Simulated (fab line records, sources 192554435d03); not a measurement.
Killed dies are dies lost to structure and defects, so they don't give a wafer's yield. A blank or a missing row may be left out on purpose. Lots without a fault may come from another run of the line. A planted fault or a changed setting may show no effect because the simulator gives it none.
Split-lot experiment | flow n5_finfet | 7 lots, 21 wafers read, on a route of 1938 steps

THE SPLIT
At N5_BEOL_M5_COAT_22 (resist thk 30 nm), the setting spin_rpm was moved away from the recipe's 1500 rpm on 9 of the 21 wafers read, by -9.7% to +8.0%. The other wafers ran this setting at the recipe's value.

FROM THE SPLIT TO THE READING: what the file shows between them, 4 steps
- N5_BEOL_M5_EBR_24
- N5_BEOL_M5_SOFTBAKE_23: time 60 s
- N5_BEOL_M5_DESCUM_33: chemistry O2, time 7 s
- N5_BEOL_M5_ETCH_75: etches underlayer in N2/H2, target depth 6.5 nm, time 5.2 s

THE READING
CAR-EUV_of_BEOL_M5_COAT_22.thk_nm (the simulator's own value, which no gauge read), in nm, at N5_BEOL_M5_ETCH_67 (etches SiARC in CF4, target depth 15.6 nm, time 26 s). The file gives no usual value for it. The 12 wafers here that ran the recipe average 11.2 nm, standard deviation 0.15 nm.

wafer  | tool, chamber at the split | spin_rpm as run, rpm | against the recipe | CAR-EUV_of_BEOL_M5_COAT_22.thk_nm, nm | against lot-mates on the recipe
L075.1 | litho_track-05, 0          | 1620                 | +8.0%              | 10.2                                  | -1.0
L075.2 | litho_track-05, 0          | 1500                 | recipe             | 11.2                                  | -
L075.3 | litho_track-05, 0          | 1620                 | +8.0%              | 10                                    | -1.2
L076.2 | litho_track-01, 0          | 1554                 | +3.6%              | 10.6                                  | -0.4
L076.3 | litho_track-01, 0          | 1500                 | recipe             | 11                                    | -
L076.6 | litho_track-01, 0          | 1500                 | recipe             | 11                                    | -
L077.1 | litho_track-02, 0          | 1500                 | recipe             | 11.4                                  | -
L077.5 | litho_track-02, 0          | 1500                 | recipe             | 11.4                                  | -
L077.6 | litho_track-02, 0          | 1500                 | recipe             | 11                                    | -
L081.4 | litho_track-01, 0          | 1500                 | recipe             | 11.2                                  | -
L081.5 | litho_track-01, 0          | 1405                 | -6.3%              | 12.2                                  | +1.0
L081.6 | litho_track-01, 0          | 1405                 | -6.3%              | 12.2                                  | +1.0
L080.1 | litho_track-02, 0          | 1500                 | recipe             | 11.2                                  | -
L080.3 | litho_track-02, 0          | 1500                 | recipe             | 11                                    | -
L080.6 | litho_track-02, 0          | 1500                 | recipe             | 11.2                                  | -
L084.1 | litho_track-02, 0          | 1500                 | recipe             | 11.2                                  | -
L084.5 | litho_track-02, 0          | 1355                 | -9.7%              | 12.8                                  | +1.6
L084.6 | litho_track-02, 0          | 1355                 | -9.7%              | 12.4                                  | +1.2
L092.2 | litho_track-05, 0          | 1372                 | -8.5%              | 12.6                                  | +1.2
L092.3 | litho_track-05, 0          | 1500                 | recipe             | 11.4                                  | -
L092.4 | litho_track-05, 0          | 1372                 | -8.5%              | 12.6                                  | +1.2

THE FIT
A straight line over all 21 wafers: CAR-EUV_of_BEOL_M5_COAT_22.thk_nm changes by -0.15 nm for each +1% of spin_rpm; r = -0.98; the points scatter about the line by 0.15 nm.
The same after taking each lot's own level away (the mean of its wafers on the recipe; 21 wafers): -0.142 nm for each +1%; r = -0.99; scatter 0.12 nm.
On that fit, the largest move of spin_rpm shifts the reading by 1.4 nm.
The lots' own levels span 11.00 to 11.40 nm, that is 2.6 times the standard deviation above.
So the lot-to-lot level changes the slope little: the two slopes agree.
Check: with one of the wafers moved furthest among these (-9.7%) left out of the fit, the line predicts +1.35 nm for it against its lot-mates. It came out at +1.6 nm against them.

OTHER SPLITS ON THESE WAFERS
These wafers also went through other splits before the reading. Each is held against what the fit with the lots' levels taken away leaves over:
other split on the same wafers | wafers away from the commonest value | r with CAR-EUV_of_BEOL_M5_COAT_22.thk_nm (lot level and that fit taken away)
N5_BEOL_M4_COAT_22 spin_rpm    | 8                                    | -0.02
N5_BEOL_M5_COAT_66 spin_rpm    | 6                                    | +0.46

THE WHOLE CHAIN: every reading that the file lists as answering this split, in the file's order
step                 | what it does                                         | reading                                                                            | change (the file's fit)               | r (the file's)
N5_BEOL_M5_COAT_22   | resist thk 30 nm                                     | CAR-EUV_of_BEOL_M5_COAT_22.thk_nm (the simulator's own value, which no gauge read) | -0.158 nm for each +1% of the setting | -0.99
N5_BEOL_M5_DESCUM_33 | chemistry O2, time 7 s                               | CAR-EUV_of_BEOL_M5_COAT_22.thk_nm (the simulator's own value, which no gauge read) | -0.148 nm for each +1% of the setting | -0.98
N5_BEOL_M5_ETCH_67   | etches SiARC in CF4, target depth 15.6 nm, time 26 s | CAR-EUV_of_BEOL_M5_COAT_22.thk_nm (the simulator's own value, which no gauge read) | -0.142 nm for each +1% of the setting | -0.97

THE FILE'S OWN FIT
CAR-EUV_of_BEOL_M5_COAT_22.thk_nm changes by -0.142 nm for each +1% of spin_rpm, r = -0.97.
